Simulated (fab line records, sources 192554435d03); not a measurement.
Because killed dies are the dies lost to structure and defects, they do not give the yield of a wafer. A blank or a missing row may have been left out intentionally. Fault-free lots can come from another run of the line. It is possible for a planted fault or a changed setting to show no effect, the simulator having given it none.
Matching of chambers / flow n5 finfet / N5_PASSIVATION_ETCH_54 on rie diel-04: 4 sister chambers
The step etches SiO2 in CHF3/O2, target depth 880 nm, time 440 s. 8 wafers are shown with their chamber, then 7 later ones without.

WAFERS PAIRED WITH THEIR CHAMBERS
wafer=L078.5; chamber=2; rf vpp V (V)=501; showerhead plenum p Torr (Torr)=2.47
wafer=L077.3; chamber=0; rf vpp V (V)=544; showerhead plenum p Torr (Torr)=2.43
wafer=L077.4; chamber=3; rf vpp V (V)=528; showerhead plenum p Torr (Torr)=2.35
wafer=L079.2; chamber=0; rf vpp V (V)=544; showerhead plenum p Torr (Torr)=2.43
wafer=L079.4; chamber=3; rf vpp V (V)=527; showerhead plenum p Torr (Torr)=2.34
wafer=L079.6; chamber=2; rf vpp V (V)=503; showerhead plenum p Torr (Torr)=2.47
wafer=L086.2; chamber=1; rf vpp V (V)=539; showerhead plenum p Torr (Torr)=2.38
wafer=L086.5; chamber=1; rf vpp V (V)=539; showerhead plenum p Torr (Torr)=2.38

WAFERS MISSING THEIR CHAMBER
wafer=L086.6; rf vpp V (V)=528; showerhead plenum p Torr (Torr)=2.34
wafer=L092.3; rf vpp V (V)=539; showerhead plenum p Torr (Torr)=2.37
wafer=L092.4; rf vpp V (V)=543; showerhead plenum p Torr (Torr)=2.42
wafer=L092.5; rf vpp V (V)=543; showerhead plenum p Torr (Torr)=2.42
wafer=L097.1; rf vpp V (V)=539; showerhead plenum p Torr (Torr)=2.37
wafer=L097.2; rf vpp V (V)=502; showerhead plenum p Torr (Torr)=2.46
wafer=L097.6; rf vpp V (V)=526; showerhead plenum p Torr (Torr)=2.33

EACH ONE'S CHAMBER
wafer=L086.6; from the rows above=3; in truth=3
wafer=L092.3; from the rows above=1; in truth=1
wafer=L092.4; from the rows above=0; in truth=0
wafer=L092.5; from the rows above=0; in truth=0
wafer=L097.1; from the rows above=1; in truth=1
wafer=L097.2; from the rows above=2; in truth=2
wafer=L097.6; from the rows above=3; in truth=3
Placed correctly: 7 of 7. Not placeable from these rows: 0. 0 placed wrongly.
How it was worked out, from the rows above alone: a wafer's distance from a chamber is the root of the sum, over the readings, of the square of ((its reading less the chamber's mean) divided by the reading's scatter). The wafer belongs to the nearest chamber; if the next one is less than 2 further off, it can't be placed. The mean given for a chamber averages the wafers shown for that chamber. The scatter: the root of (the sum of the squares of (reading less its chamber's mean) over the shown wafers, divided by (wafers less chambers)).
